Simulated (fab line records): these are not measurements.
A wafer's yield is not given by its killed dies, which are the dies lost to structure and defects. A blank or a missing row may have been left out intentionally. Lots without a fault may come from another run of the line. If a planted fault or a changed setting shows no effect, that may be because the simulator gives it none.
Matching of chambers    flow n5-finfet    4 sister chambers for N5_STI_FIN_REVEAL_ALD_14 on ald-sin-02
The step deposits Si3N4, target thk 3 nm. 8 wafers are shown with their chamber, then 12 later ones without.

## WAFERS, EACH WITH ITS CHAMBER
wafer   chamber  heater-power-w (W)
L085.5  3        820
L086.5  2        756
L087.2  1        835
L087.3  3        813
L087.5  0        927
L088.1  1        806
L088.3  0        948
L088.5  2        768

## WAFERS MISSING THEIR CHAMBER
wafer   heater-power-w (W)
L089.1  821
L089.2  764
L089.5  828
L090.1  809
L090.3  810
L090.4  764
L091.1  929
L091.2  830
L091.5  753
L092.1  832
L092.2  810
L092.3  757

## EACH ONE'S CHAMBER
wafer   from the rows above      in truth
L089.1  can't be placed: 1 or 3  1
L089.2  2                        2
L089.5  can't be placed: 1 or 3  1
L090.1  can't be placed: 3 or 1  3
L090.3  can't be placed: 3 or 1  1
L090.4  2                        2
L091.1  0                        0
L091.2  can't be placed: 1 or 3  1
L091.5  2                        2
L092.1  can't be placed: 1 or 3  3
L092.2  can't be placed: 3 or 1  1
L092.3  2                        2
Correctly placed: 5 of 12. Can't be placed from these rows: 7 (the true chamber is among the candidates in 7). Wrongly placed: 0.
How it was worked out, from the rows above alone: a wafer's distance from a chamber is the root of the sum, over the readings, of the square of ((its reading less the chamber's mean) divided by the reading's scatter). If the next closest chamber is less than 2 further off than the closest, the wafer can't be placed; otherwise it belongs to the closest. Each chamber's mean is taken over the wafers shown for it. The scatter is the square root of a quotient: the sum, over the shown wafers, of each reading's squared deviation from its chamber's mean, divided by wafers minus chambers.
